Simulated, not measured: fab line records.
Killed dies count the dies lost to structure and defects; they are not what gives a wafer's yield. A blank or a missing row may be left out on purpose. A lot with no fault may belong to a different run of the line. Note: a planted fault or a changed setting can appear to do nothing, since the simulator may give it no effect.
Chamber matching    flow nand_harc    NHARC_P_CONTACT_ALD_22 on ald_metal-02 has 4 sister chambers
The step deposits TiN, target thk 3 nm, pulse time 1 s, ald cycles 150. 4 wafers are shown with their chamber, then 8 later ones without.

== WAFERS, EACH WITH ITS CHAMBER ==
wafer   chamber  heater_power_w (W)
L080.5  1        856
L085.6  2        1032
L089.5  0        931
L093.1  3        995

== WAFERS WITHOUT THEIR CHAMBER ==
wafer   heater_power_w (W)
L093.2  934
L093.5  1031
L096.3  1030
L096.5  1064
L096.6  941
L097.2  805
L097.3  1047
L097.6  822

== EACH ONE'S CHAMBER ==
wafer   from the rows above      in truth
L093.2  0                        0
L093.5  can't be placed: 2 or 3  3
L096.3  can't be placed: 2 or 3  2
L096.5  can't be placed: 2 or 3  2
L096.6  can't be placed: 0 or 3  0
L097.2  1                        1
L097.3  can't be placed: 2 or 3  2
L097.6  1                        1
Correctly placed: 3 of 8. Not placeable from these rows: 5 (in 5, the candidates include the true chamber). Number placed wrongly: 0.
How it was worked out, from the rows above alone: a wafer's distance from a chamber is the root of the sum, over the readings, of the square of ((its reading less the chamber's mean) divided by the reading's scatter). The wafer belongs to the nearest chamber; if the next one is less than 2 further off, it can't be placed. For every chamber, the mean is computed from those of its wafers that are shown. The scatter: root of mean squared gap, hidden wafer to nearest shown wafer, with one shown wafer a chamber.
